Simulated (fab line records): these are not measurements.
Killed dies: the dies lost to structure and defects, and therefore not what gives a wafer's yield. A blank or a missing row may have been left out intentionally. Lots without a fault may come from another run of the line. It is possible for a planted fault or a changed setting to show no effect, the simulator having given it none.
fab line records	flow n5_finfet
record: lots: 8	wafers: 24	last_day: 17
route steps=1938 shown BEOL_M2@855 BEOL_M4@1111 PASSIVATION@1936
lots that met no fault: taken from a fault-free run of the same line
start_h: hours from the record's opening day to when the first of the lot's shown wafers began	wait_h: hours elapsed since this lot's preceding step	" repeats the value in the row above	L1.1+2: a row that stands for several wafers	- no value, or no start was given	* or withheld: withheld	< > ~ a bound
route shown NAME@n: names a module that has steps shown in the file, with the first one's number in the route	usual: the fault-free wafers' mean and standard deviation	same: alike in all rows	chamber/n: place in a boat	sites: per-site readings	_std_site: how widely they spread, as a standard deviation	_edge_site: the outer-site mean with the inner-site mean subtracted	radius_mm: for every site, how far away it sits from the centre of the wafer	mask NAME#n: copy n	behind: the last tool/chamber to shape the wafer	hold: cause of the lot's hold/its duration in hours/its outcome	device: transistor that didn't switch, given as n, p or np	end of line: tests run on the same wafers once the route is complete	a step with no rows: only its recipe	killed: not the wafer's yield, but the dies lost to structure and defects at the first sort	map: shows each die of a wafer: x if killed, . if not, _ if none is there
set.NAME: the setting that was run; set.NAME@STEP: the one run at that earlier step	model.NAME: the simulator's own value behind a step, which no gauge read
a sample of lots followed through the steps of the route, with each step as a table and each wafer as a row
services: when a tool's chamber went out of use (start_h, in hours from the record's first day, below 0 if earlier), for how many hours, and the reason
== steps ==
step: N5_BEOL_M2_OVL_MEAS_12
recipe: points_per_wafer: 522
usual: M2_OVL: -0.5/0.68
same: points_per_wafer: 522
lot.wafer	tool	chamber	start_h	wait_h	M2_OVL[nm]
L158.2	overlay-01	0	143.14	0.0	-0.3
L158.3	"	0	"	"	-0.6
L158.5	"	0	"	"	0.5
L163.1	overlay-01	0	173.08	0.0	0.7
L163.5	"	0	"	"	0.2
L163.6	"	0	"	"	0.5
L165.2	overlay-01	0	191.50	0.0	-0.2
L165.4	"	0	"	"	0.2
L165.5	"	0	"	"	-0.7
L169.4	overlay-01	0	216.50	0.0	0.8
L169.5	"	0	"	"	1.1
L169.6	"	0	"	"	0.8
L168.1	overlay-01	0	224.86	0.0	-0.4
L168.3	"	0	"	"	-0.8
L168.4	"	0	"	"	-0.6
L176.1	overlay-02	0	252.60	0.0	-0.7
L176.4	"	0	"	"	-0.5
L176.6	"	0	"	"	-0.5
L178.1	overlay-01	0	271.99	0.0	-0.8
L178.3	"	0	"	"	-1.0
L178.5	"	0	"	"	-0.9
L179.3	overlay-01	0	282.83	0.0	-0.6
L179.4	"	0	"	"	-0.8
L179.6	"	0	"	"	-1.1
step: N5_BEOL_M2_ETCH_74
recipe: chemistry: N2/H2	target: underlayer	target_depth_a: 65	mask_material: CAR-EUV	time_s: 5.2	ion_energy_ev: 200	pressure_mtorr: 30	source_w: 840	bias_w: 150	n2_flow_sccm: 200	h2_flow_sccm: 200	ends: cleared
usual: drypump_motor_current_A: 5.7/0.53	etch_rf_on_time_s: 5.13/0.14	h2_flow_sccm: 200.0/0.53	oes_product_au: 0.67/0.07	rf_vpp_V: 523.1/2.9	showerhead_plenum_p_Torr: 2.51/0.093	throttle_valve_pct: 17.93/0.23
lot.wafer	tool	chamber	start_h	wait_h	drypump_motor_current_A	etch_rf_on_time_s	h2_flow_sccm	oes_product_au	rf_hours_counter_h	rf_vpp_V	showerhead_plenum_p_Torr	throttle_valve_pct
L158.2	rie_diel-05	1	143.27	0.0	6.2	5.05	200.5	0.63	185	518.6	2.42	18.08
L158.3	"	0	"	"	5.7	5.33	200.4	0.64	168	523.3	2.54	18.24
L158.5	"	2	"	"	6.5	5.10	199.5	0.70	-	523.9	2.56	17.76
L163.1	rie_diel-06	2	173.21	0.0	5.6	5.01	199.5	0.79	22	525.1	2.58	17.48
L163.5	"	0	"	"	6.5	5.32	199.8	0.58	-	523.1	2.52	18.17
L163.6	"	1	"	"	5.6	5.18	200.1	0.62	-	518.1	2.31	17.91
L165.2	rie_diel-06	3	191.67	0.0	5.1	5.11	200.2	0.77	18	521.6	2.49	17.68
L165.4	"	0	"	"	6.4	5.36	199.4	0.57	246	522.8	2.51	18.21
L165.5	"	3	"	"	5.1	5.04	200.2	0.78	-	524.5	2.49	17.72
L169.4	rie_diel-05	3	216.61	0.0	5.4	4.90	200.8	0.65	179	524.6	2.51	17.73
L169.5	"	2	"	"	6.5	5.11	200.2	0.68	-	522.6	2.55	17.82
L169.6	"	1	"	"	6.1	5.10	199.8	0.61	-	520.9	2.41	18.15
L168.1	rie_diel-04	3	225.00	0.0	4.9	5.05	200.0	0.62	175	520.0	2.43	18.15
L168.3	"	2	"	"	4.9	5.38	200.6	0.59	220	526.6	2.62	17.90
L168.4	"	1	"	"	5.8	5.08	199.5	0.73	62	524.2	2.58	18.09
L176.1	rie_diel-04	1	252.73	0.0	5.8	5.11	200.1	0.71	73	525.5	2.57	18.07
L176.4	"	0	"	"	6.0	5.17	201.1	0.62	160	525.5	2.66	18.16
L176.6	"	3	"	"	4.9	5.13	200.3	0.60	-	518.7	2.43	18.18
L178.1	rie_diel-06	0	272.32	0.0	6.5	5.25	200.4	0.79	18	522.3	2.50	17.82
L178.3	"	3	"	"	5.1	5.12	200.0	0.73	44	522.0	2.48	17.78
L178.5	"	2	"	"	5.6	5.01	199.8	0.75	-	524.9	2.56	17.51
L179.3	rie_diel-05	0	282.98	0.0	5.7	5.27	199.2	0.60	221	522.8	2.51	18.35
L179.4	"	3	"	"	5.4	4.91	200.4	0.63	205	522.2	2.50	17.76
L179.6	"	3	"	"	5.4	4.86	200.0	0.64	-	523.6	2.50	17.77
step: N5_BEOL_M2_INSPECT_30
recipe: mode: adi	inspect_instrument: brightfield
usual: raw_defect_count: 394/91
lot.wafer	tool	chamber	start_h	wait_h	raw_defect_count
L158.2	defect_inspect-01	-	144.11	0.0	388
L158.3	"	-	"	"	455
L158.5	"	-	"	"	475
L163.1	defect_inspect-02	-	174.14	0.1	395
L163.5	"	-	"	"	432
L163.6	"	-	"	"	611
L165.2	defect_inspect-02	-	192.80	0.0	454
L165.4	"	-	"	"	1213
L165.5	"	-	"	"	520
L169.4	defect_inspect-02	-	217.42	0.0	395
L169.5	"	-	"	"	422
L169.6	"	-	"	"	535
L168.1	defect_inspect-02	-	225.99	0.1	404
L168.3	"	-	"	"	258
L168.4	"	-	"	"	312
L176.1	defect_inspect-02	-	253.54	0.1	383
L176.4	"	-	"	"	287
L176.6	"	-	"	"	508
L178.1	defect_inspect-02	-	273.14	0.1	383
L178.3	"	-	"	"	269
L178.5	"	-	"	"	300
L179.3	defect_inspect-02	-	283.92	0.0	446
L179.4	"	-	"	"	392
L179.6	"	-	"	"	299
step: N5_BEOL_M2_DESCUM_33
recipe: chemistry: O2	time_s: 7	source_power_w: 50	bias_power_w: 20	pressure_mtorr: 20	rf_frequency_hz: 2.712e+07	temp_c: 40	resist: CAR-EUV	o2_flow_sccm: 225
usual: bias_power_w: 19.99/0.051	drypump_motor_current_A: 5.7/0.5	oes_product_au: 0.78/0.084	rf_vpp_V: 242.7/1.5	showerhead_plenum_p_Torr: 2.07/0.078	throttle_valve_pct: 20.54/0.19
lot.wafer	tool	chamber	start_h	wait_h	bias_power_w	drypump_motor_current_A	oes_product_au	rf_hours_counter_h	rf_vpp_V	showerhead_plenum_p_Torr	throttle_valve_pct
L158.2	rie_diel-04	1	144.15	0.0	19.99	5.8	0.89	29	244.8	2.13	20.58
L158.3	"	0	"	"	19.97	6.1	0.76	131	244.4	2.18	20.48
L158.5	"	0	"	"	19.97	6.0	0.75	-	245.3	2.18	20.49
L163.1	rie_diel-05	0	174.18	0.0	20.00	5.7	0.74	180	242.2	2.09	20.79
L163.5	"	0	"	"	20.01	5.8	0.73	-	244.1	2.09	20.81
L163.6	"	3	"	"	19.94	5.4	0.75	-	241.9	2.09	20.50
L165.2	rie_diel-05	0	192.87	0.1	20.05	5.7	0.72	187	243.3	2.08	20.81
L165.4	"	3	"	"	19.92	5.4	0.74	171	243.7	2.09	20.51
L165.5	"	2	"	"	20.11	6.5	0.79	-	242.9	2.10	20.34
L169.4	rie_diel-06	3	217.47	0.0	19.95	5.1	0.90	-	240.6	2.06	20.33
L169.5	"	1	"	"	20.03	5.6	0.72	-	239.3	1.92	20.79
L169.6	"	2	"	"	20.02	5.6	0.87	-	243.3	2.14	20.27
L168.1	rie_diel-04	2	226.11	0.1	19.96	4.8	0.69	221	244.3	2.16	20.56
L168.3	"	3	"	"	19.94	4.9	0.71	175	240.3	2.00	20.75
L168.4	"	1	"	"	19.94	5.8	0.84	63	243.3	2.12	20.65
L176.1	rie_diel-06	3	253.73	0.2	20.04	5.1	0.87	38	243.4	2.05	20.36
L176.4	"	1	"	"	19.93	5.6	0.71	-	240.5	1.92	20.79
L176.6	"	3	"	"	20.08	5.1	0.87	-	242.8	2.05	20.33
L178.1	rie_diel-06	2	273.17	0.0	19.96	5.6	0.86	52	243.9	2.13	20.28
L178.3	"	3	"	"	19.96	5.1	0.85	44	242.2	2.05	20.36
L178.5	"	2	"	"	20.05	5.6	0.86	-	243.4	2.13	20.29
L179.3	rie_diel-05	0	283.95	0.0	19.97	5.7	0.70	221	242.2	2.07	20.88
L179.4	"	2	"	"	20.00	6.5	0.75	169	243.7	2.09	20.39
L179.6	"	0	"	"	19.93	5.7	0.70	-	243.0	2.07	20.88
step: N5_BEOL_M2_STRIP_36
recipe: chemistry: N2/H2	power_w: 450	temp_c: 40	pressure_mtorr: 20	rf_frequency_hz: 6e+07	overash_fraction: 0.3	bias_power_w: 7	h2_frac: 0.5	n2_flow_sccm: 200	h2_flow_sccm: 200
usual: bias_power_w: 6.999/0.022	drypump_motor_current_A: 5.6/0.54	h2_flow_sccm: 200.0/0.56	oes_product_au: 0.77/0.076	power_w: 450.1/1.4	rf_vpp_V: 58.8/1.4	showerhead_plenum_p_Torr: 2.53/0.095	throttle_valve_pct: 23.80/0.28
same: overash_fraction: 0.3
lot.wafer	tool	chamber	start_h	wait_h	bias_power_w	drypump_motor_current_A	h2_flow_sccm	oes_product_au	power_w	rf_hours_counter_h	rf_vpp_V	showerhead_plenum_p_Torr	throttle_valve_pct
L158.2	rie_diel-04	1	152.36	0.0	6.990	5.8	200.1	0.89	450.0	32	56.6	2.59	23.96
L158.3	"	2	"	"	7.022	4.9	199.7	0.72	452.9	193	56.9	2.63	23.55
L158.5	"	0	"	"	7.004	6.0	200.6	0.74	448.8	-	58.2	2.67	24.09
L163.1	rie_diel-04	1	175.66	0.0	6.998	5.8	199.8	0.85	449.8	43	58.6	2.58	23.96
L163.5	"	3	"	"	7.003	4.9	200.5	0.72	447.2	-	57.7	2.43	23.93
L163.6	"	2	"	"	7.006	4.9	199.5	0.71	452.2	-	60.8	2.62	23.56
L165.2	rie_diel-05	3	196.01	0.0	7.003	5.4	200.0	0.75	448.8	172	57.3	2.51	23.31
L165.4	"	1	"	"	7.012	6.1	199.4	0.73	448.6	205	60.1	2.41	23.69
L165.5	"	3	"	"	6.995	5.4	200.7	0.75	450.2	-	59.2	2.51	23.34
L169.4	rie_diel-04	3	221.48	0.0	6.972	4.9	200.4	0.70	449.0	173	57.1	2.43	23.95
L169.5	"	0	"	"	7.007	6.1	198.7	0.74	448.8	-	59.3	2.66	24.09
L169.6	"	3	"	"	6.999	4.9	199.4	0.71	449.2	-	57.9	2.43	23.99
L168.1	rie_diel-04	2	229.37	0.0	7.004	4.9	199.2	0.69	450.4	222	61.4	2.61	23.62
L168.3	"	0	"	"	7.046	6.0	198.5	0.73	451.8	150	57.5	2.66	24.08
L168.4	"	3	"	"	7.014	4.9	200.2	0.71	450.2	177	58.0	2.43	23.99
L176.1	rie_diel-04	0	256.37	0.0	7.040	6.1	200.1	0.73	448.9	162	59.8	2.65	24.09
L176.4	"	1	"	"	6.956	5.8	199.2	0.83	451.8	75	56.6	2.57	24.00
L176.6	"	1	"	"	6.972	5.8	199.4	0.82	448.9	-	56.9	2.57	24.03
L178.1	rie_diel-04	1	279.23	0.0	6.994	5.8	200.3	0.80	451.8	83	58.6	2.56	24.04
L178.3	"	2	"	"	6.982	4.9	200.7	0.68	447.2	-	57.2	2.60	23.63
L178.5	"	2	"	"	6.953	4.9	200.7	0.68	448.9	-	56.7	2.61	23.63
L179.3	rie_diel-06	3	285.59	0.0	6.991	5.1	199.7	0.86	449.3	49	59.7	2.47	23.65
L179.4	"	0	"	"	6.959	6.5	200.3	0.92	451.2	22	58.8	2.50	23.93
L179.6	"	0	"	"	6.970	6.4	200.7	0.93	450.7	-	60.4	2.50	23.88
step: N5_BEOL_M4_RC_MEAS_101
usual: DIBL_N: 35.9/1.9	DIBL_P: 35.8/2.4	IOFF_N: 0.15/0.031	IOFF_P: 0.21/0.037	ION_N: 672/13	ION_P: 462/8.3	SS_N: 71.5/0.72	SS_P: 73.2/0.67	VT_N: 250/3.4	VT_P: -250/3.4
lot.wafer	tool	chamber	start_h	wait_h	DIBL_N[mV/V]	DIBL_P[mV/V]	IOFF_N[nA/um]	IOFF_P[nA/um]	ION_N[uA/um]	ION_P[uA/um]	SS_N[mV/dec]	SS_P[mV/dec]	VT_N[mV]	VT_P[mV]
L158.2	prober-02	0	184.98	0.2	32.8	33.2	0.11	0.14	650	452	70.8	72.9	255	-258
L158.3	"	0	"	"	33.6	34.1	0.11	0.14	640	435	70.8	73.1	259	-259
L158.5	"	0	"	"	32.4	32.9	0.10	0.13	651	444	70.5	72.6	258	-258
L163.1	prober-02	0	203.01	0.0	35.9	36.7	0.16	0.22	684	462	70.7	73.4	248	-252
L163.5	"	0	"	"	33.1	32.7	0.11	0.16	657	456	70.2	71.7	252	-254
L163.6	"	0	"	"	36.3	36.9	0.17	0.22	678	460	71.2	73.2	247	-248
L165.2	prober-02	0	220.61	0.2	37.3	35.6	0.15	0.20	661	455	72.2	73.8	252	-250
L165.4	"	0	"	"	40.0	39.7	0.20	0.27	683	464	73.4	73.9	248	-249
L165.5	"	0	"	"	34.2	33.6	0.11	0.18	652	455	71.5	72.0	255	-252
L169.4	prober-01	0	245.17	0.5	36.8	38.0	0.17	0.24	676	465	71.6	73.1	249	-245
L169.5	"	0	"	"	35.0	35.3	0.14	0.20	655	459	71.8	73.2	253	-247
L169.6	"	0	"	"	34.6	36.1	0.14	0.21	679	470	71.0	73.0	249	-246
L168.1	prober-01	0	253.06	0.0	38.2	38.1	0.20	0.28	686	473	71.8	74.0	245	-246
L168.3	"	0	"	"	34.0	32.7	0.13	0.19	665	461	70.9	72.1	251	-249
L168.4	"	0	"	"	36.5	35.6	0.17	0.24	675	469	70.3	73.5	250	-246
L176.1	prober-01	0	295.81	0.0	37.3	37.4	0.19	0.26	682	470	71.5	73.0	244	-246
L176.4	"	0	"	"	35.4	36.2	0.16	0.23	676	472	70.8	73.6	247	-248
L176.6	"	0	"	"	35.8	35.8	0.17	0.23	688	471	70.9	72.9	247	-248
L178.1	prober-01	0	310.02	0.0	38.1	39.6	0.19	0.26	677	462	72.5	74.5	246	-246
L178.3	"	0	"	"	37.9	38.2	0.18	0.23	696	474	72.1	74.2	249	-248
L178.5	"	0	"	"	35.8	37.0	0.15	0.20	674	464	71.2	74.0	251	-251
L179.3	prober-02	0	313.89	0.3	34.6	33.6	0.13	0.20	674	473	70.6	72.7	250	-251
L179.4	"	0	"	"	36.8	35.7	0.17	0.23	690	475	71.4	73.0	249	-247
L179.6	"	0	"	"	36.9	35.7	0.16	0.23	682	473	71.3	72.5	253	-247
step: N5_PASSIVATION_PROBE_49
usual: defect_limited_yield: 91.6/1.2	killed_at_M0_to_M3: 33/9.4	killed_at_M4_up: 13/5.2	killed_at_contacts: 13/5.6	killed_at_front_end: 37/9.5	killed_at_other: 4/3.1	killed_dies: 99/15	killed_open: 65/11	killed_short: 32/7.5	sort_bin_5_function: 4.9/0.77	sort_bin_6_memory: 3.1/0.65	sort_n_pass: 1081/15	sort_yield_pct: 91.6/1.2
same: gross_dies: 1180	killed_at_back_side: 0	sort_bin_4_leakage[%]: 0	sort_bin_8_speed[%]: 0
lot.wafer	tool	chamber	start_h	wait_h	defect_limited_yield[%]	killed_at_M0_to_M3	killed_at_M4_up	killed_at_contacts	killed_at_front_end	killed_at_other	killed_dies	killed_open	killed_short	sort_bin_5_function[%]	sort_bin_6_memory[%]	sort_n_pass	sort_yield_pct[%]
L165.2	prober-02	-	325.96	0.1	92.5	37	5	2	40	5	89	62	25	4.7	2.8	1091	92.5
L165.4	prober-02	-	326.06	0.2	81.4	170	11	4	32	3	220	49	29	10.8	4.5	960	81.4
L165.5	prober-02	-	326.11	0.2	91.9	30	13	12	36	5	96	67	26	4.7	3.1	1084	91.9
killed by level:class
L165.2 BEOL_M3:geometric_particle:open=15 BEOL_M1:geometric_particle:open=9 FIN_SAQP:geometric_particle:short=7 DUMMY_GATE:geometric_particle:open=7 ILD0:geometric_particle:open=6 BEOL_M0:geometric_particle:open=4 FIN_SAQP:geometric_particle:open=3 ILD0:geometric_particle:short=3
L165.4 BEOL_M2:unspecified=141 BEOL_M3:geometric_particle:open=11 FIN_SAQP:geometric_particle:short=8 FIN_SAQP:geometric_particle:open=8 MOL_CONTACT_COAG:geometric_particle:open=4 BEOL_M0_SAQP:geometric_particle:open=4 BEOL_M0_SAQP:geometric_particle:short=4 ILD0:geometric_particle:short=3
L165.5 MOL_CONTACT_COAG:geometric_particle:open=8 BEOL_M1:geometric_particle:open=8 FIN_SAQP:geometric_particle:open=7 DUMMY_GATE:geometric_particle:open=7 BEOL_M4:geometric_particle:open=7 BEOL_M3:geometric_particle:open=5 FIN_SAQP:geometric_particle:short=4 MOL_CONTACT_COAG:geometric_particle:short=4
== services ==
tool	chamber	start_h	hours	kind
rie_diel-05	-	130.49	0.3	repair
rie_diel-04	0	167.03	32.6	repair
rie_diel-04	3	191.39	5.6	repair
rie_diel-06	0	204.57	-	clean
rie_diel-06	0	204.57	-	consumable_replace:focus_ring
rie_diel-06	0	204.57	14.5	scheduled_down
rie_diel-06	0	204.57	14.5	vent_cycle
rie_diel-05	-	219.24	0.6	repair
rie_diel-06	-	226.50	4.3	pm
rie_diel-06	2	244.62	10.0	repair
rie_diel-05	1	249.20	16.5	repair
rie_diel-04	3	277.18	5.2	repair
== key ==
first_sign: step: N5_BEOL_M2_INSPECT_30	reading: raw_defect_count	direction: up	sigmas: 9	usual: 394	struck: 1213
effect: step: N5_PASSIVATION_PROBE_49	reading: killed_at_M0_to_M3	direction: up	sigmas: 15	usual: 33	struck: 170
more_kills_born_at: N5_BEOL_M2_ETCH_74@rie_diel-06: 141
met_at N5_BEOL_M2_ETCH_74
struck_lots L165
struck_wafers L165.4
not_acting_at N5_BEOL_M2_OVL_MEAS_12,N5_BEOL_M2_DESCUM_33,N5_BEOL_M2_STRIP_36
onset_between 173.21 191.67
fault: kind: chamber_particle_source	tool: rie_diel-06	chamber: 0	onset_h: 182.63	steps: N5_BEOL_M2_ETCH_74	rate_per_visit_cm2: 1.3397	end_h: 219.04
